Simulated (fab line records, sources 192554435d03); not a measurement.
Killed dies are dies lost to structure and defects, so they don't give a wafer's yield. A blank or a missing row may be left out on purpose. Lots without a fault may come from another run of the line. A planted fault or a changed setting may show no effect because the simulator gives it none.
Which tool did it? | flow n5_finfet | 7 lots, 21 wafers sampled, at 9 steps of a route of 1938

WHAT THE GAUGES READ, wafer by wafer
N5_DUMMY_GATE_INSPECT_27: inspects for defects (brightfield). Usual: raw_defect_count 306, standard deviation 74.
lot  | measured    | on                | raw_defect_count | flag
L690 | day 3 20:37 | defect_inspect-02 | 442 305 388      |
L691 | day 4 03:57 | defect_inspect-01 | 255 210 374      |
L693 | day 4 12:11 | defect_inspect-02 | 1242 1373 1224   | OFF
L694 | day 4 20:13 | defect_inspect-02 | 1228 1329 1328   | OFF
L697 | day 5 12:57 | defect_inspect-01 | 320 398 275      |
L705 | day 7 14:01 | defect_inspect-01 | 329 327 382      |
L707 | day 8 00:49 | defect_inspect-02 | 290 349 292      |

N5_SPACER0_INSPECT_04: inspects for defects (darkfield). Usual: raw_defect_count 143, standard deviation 34.
lot  | measured    | on                | raw_defect_count | flag
L690 | day 3 21:13 | defect_inspect-01 | 183 143 161      |
L691 | day 4 05:26 | defect_inspect-01 | 110 122 202      |
L693 | day 4 12:47 | defect_inspect-02 | 1112 1136 1127   | OFF
L694 | day 4 21:44 | defect_inspect-02 | 1083 1212 1167   | OFF
L697 | day 5 13:34 | defect_inspect-02 | 192 208 127      |
L705 | day 7 14:37 | defect_inspect-02 | 128 150 155      |
L707 | day 8 01:25 | defect_inspect-02 | 202 234 170      |

N5_SD_EPI_N_INSPECT_11: inspects for defects (macro). Usual: raw_defect_count 2.2, standard deviation 1.3.
lot  | measured    | on                | raw_defect_count | flag
L690 | day 3 21:40 | defect_inspect-01 | 3 5 2            |
L691 | day 4 05:53 | defect_inspect-01 | 1 1 1            |
L693 | day 4 13:15 | defect_inspect-01 | >300 >300 >300   | OFF
L694 | day 4 22:11 | defect_inspect-02 | >300 >300 >300   | OFF
L697 | day 5 13:53 | defect_inspect-01 | 2 0 1            |
L705 | day 7 14:57 | defect_inspect-02 | 1 1 5            |
L707 | day 8 01:52 | defect_inspect-02 | 1 1 3            |

N5_SD_EPI_N_INSPECT_26: inspects for defects (darkfield). Usual: raw_defect_count 220, standard deviation 46.
lot  | measured    | on                | raw_defect_count | flag
L690 | day 4 03:22 | defect_inspect-02 | 264 270 252      |
L691 | day 4 12:55 | defect_inspect-01 | 183 177 300      |
L693 | day 4 20:23 | defect_inspect-02 | 1143 1190 1161   | OFF
L694 | day 5 03:03 | defect_inspect-01 | 1157 1271 1294   | OFF
L697 | day 5 17:52 | defect_inspect-02 | 293 269 211      |
L705 | day 7 19:38 | defect_inspect-01 | 169 211 253      |
L707 | day 8 06:45 | defect_inspect-01 | 261 290 257      |

N5_BEOL_M4_RC_MEAS_101. Usual: DIBL_N 35.9 mV/V, standard deviation 1.3; DIBL_P 36.3 mV/V, standard deviation 1.5; IOFF_N 0.153 nA/um, standard deviation 0.023; IOFF_P 0.208 nA/um, standard deviation 0.028; ION_N 672 uA/um, standard deviation 9.7; ION_P 462 uA/um, standard deviation 6.6; SS_N 71.5 mV/dec, standard deviation 0.53; SS_P 73.3 mV/dec, standard deviation 0.59; VT_N 250.4 mV, standard deviation 2.7; VT_P -250.5 mV, standard deviation 3.
lot  | measured     | on        | DIBL_N (mV/V)  | DIBL_P (mV/V)  | IOFF_N (nA/um)    | IOFF_P (nA/um)    | ION_N (uA/um) | ION_P (uA/um) | SS_N (mV/dec)  | SS_P (mV/dec)  | VT_N (mV)         | VT_P (mV)            | flag
L690 | day 9 08:19  | prober-01 | 37.3 35.1 38.7 | 37.6 34.8 39.2 | 0.186 0.148 0.218 | 0.275 0.214 0.307 | 672 670 690   | 470 469 478   | 72.6 71.1 73.0 | 73.6 72.8 73.3 | 245.2 250.7 246.7 | -245.2 -248.0 -243.2 |
L691 | day 9 11:50  | prober-02 | 35.4 35.8 35.4 | 35.4 35.4 35.4 | 0.143 0.147 0.144 | 0.196 0.200 0.190 | 674 677 669   | 466 456 460   | 71.4 70.9 71.3 | 72.8 72.8 72.3 | 250.7 249.8 251.7 | -251.0 -250.4 -251.9 |
L693 | day 10 07:00 | prober-01 | 36.8 36.9 35.7 | 37.2 35.8 35.7 | 0.170 0.168 0.149 | 0.235 0.222 0.217 | 681 685 671   | 470 469 467   | 72.2 70.7 71.8 | 73.8 73.4 73.9 | 248.3 248.3 252.0 | -249.1 -250.4 -249.9 |
L694 | day 10 09:09 | prober-01 | 37.4 37.9 38.0 | 38.0 38.7 39.7 | 0.171 0.185 0.196 | 0.221 0.240 0.259 | 674 677 682   | 466 466 477   | 72.1 70.7 72.0 | 74.5 74.4 74.4 | 248.5 249.1 246.2 | -248.4 -250.1 -249.4 |
L697 | day 10 20:38 | prober-01 | 35.1 35.7 35.5 | 34.6 35.3 34.3 | 0.125 0.141 0.130 | 0.201 0.216 0.203 | 666 670 668   | 466 462 463   | 70.8 71.6 71.7 | 72.6 73.7 73.0 | 253.6 248.8 253.1 | -245.9 -247.0 -245.9 |
L705 | day 13 16:50 | prober-02 | 34.6 36.1 35.8 | 34.6 35.9 36.2 | 0.142 0.158 0.146 | 0.180 0.198 0.207 | 679 679 666   | 461 460 456   | 70.4 71.5 71.8 | 72.8 73.5 73.4 | 248.7 250.2 252.1 | -251.5 -250.3 -248.1 |
L707 | day 13 21:12 | prober-01 | 35.8 32.8 34.9 | 38.0 34.6 37.1 | 0.168 0.121 0.152 | 0.216 0.176 0.203 | 673 669 685   | 462 460 474   | 71.5 71.3 71.5 | 73.4 72.8 73.5 | 249.3 251.3 252.4 | -252.6 -253.5 -249.4 |

WHICH TOOL RAN EACH LOT (tool, then ch and the chambers of the sampled wafers, then the start)
lot  | N5_DUMMY_GATE_ETCH_36             | N5_DUMMY_GATE_STRIP_41            | N5_DUMMY_GATE_ETCH_42             | N5_DUMMY_GATE_PRECLEAN_33
L690 | rie_diel-01 ch 0,1,3, day 3 19:34 | rie_diel-02 ch 1,2,3, day 3 19:55 | rie_diel-01 ch 0,2,3, day 3 20:22 | wet_bench-03 ch 3,4,5, day 3 20:30
L691 | rie_diel-02 ch 0,1,2, day 4 02:50 | rie_diel-02 ch 0,2, day 4 03:16   | rie_diel-04 ch 1,2, day 4 03:43   | wet_bench-03 ch 0,2,4, day 4 03:51
L693 | rie_diel-01 ch 0,2,3, day 4 11:08 | rie_diel-04 ch 0,1,3, day 4 11:30 | rie_diel-02 ch 0,1,3, day 4 11:57 | wet_bench-03 ch 3,5,7, day 4 12:05
L694 | rie_diel-01 ch 0,3, day 4 19:10   | rie_diel-04 ch 0,1, day 4 19:32   | rie_diel-02 ch 0,3, day 4 19:59   | wet_bench-03 ch 1,2,6, day 4 20:07
L697 | rie_diel-04 ch 0,2, day 5 11:47   | rie_diel-01 ch 1,2, day 5 12:10   | rie_diel-04 ch 1,2,3, day 5 12:43 | wet_bench-06 ch 0,1,7, day 5 12:51
L705 | rie_diel-02 ch 0,2,3, day 7 12:47 | rie_diel-04 ch 1,2,3, day 7 13:16 | rie_diel-02 ch 0,1,2, day 7 13:46 | wet_bench-06 ch 0,6,7, day 7 13:55
L707 | rie_diel-01 ch 1,2, day 7 23:35   | rie_diel-01 ch 2,3, day 8 00:08   | rie_diel-04 ch 0,2, day 8 00:34   | wet_bench-01 ch 0,1,2, day 8 00:42
- N5_DUMMY_GATE_ETCH_36: etches SiARC in CF4, target depth 13 nm.
- N5_DUMMY_GATE_STRIP_41: strips in O2.
- N5_DUMMY_GATE_ETCH_42: etches SiO2 in CHF3/O2, target depth 3.5 nm, time 31 s.
- N5_DUMMY_GATE_PRECLEAN_33: cleans in dHF, time 10 s.

WHAT THE TOOLS THEMSELVES READ (means of the sampled wafers that have a number; where no wafer has one, the mark that the record gives instead)
N5_DUMMY_GATE_ETCH_36. Usual: bias_w 36.00 W, standard deviation 0.11; chamber_pressure_mTorr 40.00 mTorr, standard deviation 0.036; drypump_motor_current_A 5.6 A, standard deviation 0.32; oes_product_au 0.78 a.u., standard deviation 0.086; rf_vpp_V 183.9 V, standard deviation 1.1; showerhead_plenum_p_Torr 2.14 Torr, standard deviation 0.067; throttle_valve_pct 15.57 %, standard deviation 0.24.
lot  | tool        | bias_w (W) | chamber_pressure_mTorr (mTorr) | drypump_motor_current_A (A) | oes_product_au (a.u.) | rf_vpp_V (V) | showerhead_plenum_p_Torr (Torr) | throttle_valve_pct (%) | flag
L690 | rie_diel-01 | 36.01      | 40.00                          | 5.7                         | 0.78                  | 184.0        | 2.15                            | 15.57                  |
L691 | rie_diel-02 | 35.95      | 39.99                          | 5.8                         | 0.74                  | 183.6        | 2.10                            | 15.65                  |
L693 | rie_diel-01 | 35.92      | 40.00                          | 5.5                         | 0.84                  | 183.8        | 2.14                            | 15.33                  |
L694 | rie_diel-01 | 36.02      | 39.99                          | 5.7                         | 0.82                  | 184.4        | 2.16                            | 15.34                  |
L697 | rie_diel-04 | 35.98      | 40.01                          | 5.3                         | 0.78                  | 185.0        | 2.23                            | 15.61                  |
L705 | rie_diel-02 | 35.98      | 39.98                          | 5.9                         | 0.73                  | 184.2        | 2.15                            | 15.66                  |
L707 | rie_diel-01 | 35.90      | 40.01                          | 5.6                         | 0.78                  | 182.8        | 2.12                            | 15.73                  |

N5_DUMMY_GATE_STRIP_41. Usual: chamber_pressure_mTorr 30.005 mTorr, standard deviation 0.027; drypump_motor_current_A 5.5 A, standard deviation 0.32; oes_product_au 0.77 a.u., standard deviation 0.082; rf_vpp_V 3.6 V, standard deviation 0.51; showerhead_plenum_p_Torr 2.09 Torr, standard deviation 0.069; throttle_valve_pct 16.61 %, standard deviation 0.26.
lot  | tool        | chamber_pressure_mTorr (mTorr) | drypump_motor_current_A (A) | oes_product_au (a.u.) | rf_vpp_V (V) | showerhead_plenum_p_Torr (Torr) | throttle_valve_pct (%) | flag
L690 | rie_diel-02 | 29.986                         | 5.9                         | 0.73                  | 3.9          | 2.05                            | 16.69                  |
L691 | rie_diel-02 | 29.985                         | 5.9                         | 0.76                  | 3.6          | 2.06                            | 16.59                  |
L693 | rie_diel-04 | 30.010                         | 5.1                         | 0.77                  | 3.2          | 2.07                            | 16.66                  |
L694 | rie_diel-04 | 29.984                         | 5.0                         | 0.79                  | 4.1          | 2.13                            | 16.68                  |
L697 | rie_diel-01 | 30.019                         | 5.5                         | 0.85                  | 4.0          | 2.06                            | 16.43                  |
L705 | rie_diel-04 | 29.998                         | 5.3                         | 0.77                  | 3.3          | 2.07                            | 16.68                  |
L707 | rie_diel-01 | 30.033                         | 5.3                         | 0.80                  | 3.5          | 2.05                            | 16.39                  |

N5_DUMMY_GATE_ETCH_42. Usual: O2_flow_sccm 4.999 sccm, standard deviation 0.014; bias_w 12.00 W, standard deviation 0.04; chamber_pressure_mTorr 30.00 mTorr, standard deviation 0.034; drypump_motor_current_A 5.5 A, standard deviation 0.35; oes_product_au 0.78 a.u., standard deviation 0.093; rf_vpp_V 42.5 V, standard deviation 0.79; showerhead_plenum_p_Torr 2.42 Torr, standard deviation 0.088; throttle_valve_pct 18.75 %, standard deviation 0.19.
lot  | tool        | O2_flow_sccm (sccm) | bias_w (W) | chamber_pressure_mTorr (mTorr) | drypump_motor_current_A (A) | oes_product_au (a.u.) | rf_vpp_V (V) | showerhead_plenum_p_Torr (Torr) | throttle_valve_pct (%) | flag
L690 | rie_diel-01 | 5.005               | 11.99      | 30.00                          | 5.5                         | 0.84                  | 43.2         | 2.41                            | 18.48                  |
L691 | rie_diel-04 | 4.987               | 11.96      | 30.05                          | 5.3                         | 0.87                  | 42.2         | 2.41                            | 18.80                  |
L693 | rie_diel-02 | 4.985               | 12.02      | 29.98                          | 5.8                         | 0.71                  | 42.5         | 2.43                            | 18.89                  |
L694 | rie_diel-02 | 4.990               | 12.01      | 29.98                          | 5.8                         | 0.73                  | 42.1         | 2.50                            | 18.89                  |
L697 | rie_diel-04 | 4.994               | 11.99      | 29.99                          | 5.3                         | 0.78                  | 42.1         | 2.38                            | 18.76                  |
L705 | rie_diel-02 | 4.996               | 12.04      | 29.97                          | 5.8                         | 0.81                  | 42.3         | 2.46                            | 18.76                  |
L707 | rie_diel-04 | 4.990               | 12.02      | 30.02                          | 5.1                         | 0.75                  | 42.1         | 2.49                            | 18.75                  |

THE ANSWER, worked out from the rows above alone
Rule: a lot is off if the mean of its wafers that have a number lies more than 3 standard deviations from the usual mean. A lot without any number at a reading at which 4 lots or more have one is off too. The other lots that the step has rows for count as sound. The gauges are gone through in route order, then the tools' own readings, and for those a lot's mean is taken as printed above. The first step at which some lot is off is used, and at that step the reading that is off furthest; a lot without a number counts as furthest.
Off: L693, L694, at N5_DUMMY_GATE_INSPECT_27 (raw_defect_count).
A tool fits if, at a process step before that reading, it ran every lot that is off, and no sound lot after the first of them. The gauges at N5_DUMMY_GATE_INSPECT_27 are tried like those tools. One fits: wet_bench-03 at N5_DUMMY_GATE_PRECLEAN_33. Its last sound lot is L691 (day 4 03:51), its first lot that is off L693 (day 4 12:05): a fault that began between those two fits.

WHAT THE SIMULATOR HAD PUT IN
Chamber particle source: wet_bench-03, from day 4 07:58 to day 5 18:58, at N5_DUMMY_GATE_PRECLEAN_33. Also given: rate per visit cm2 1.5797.
Lots struck among those shown: L693, L694. The rule above found the same.
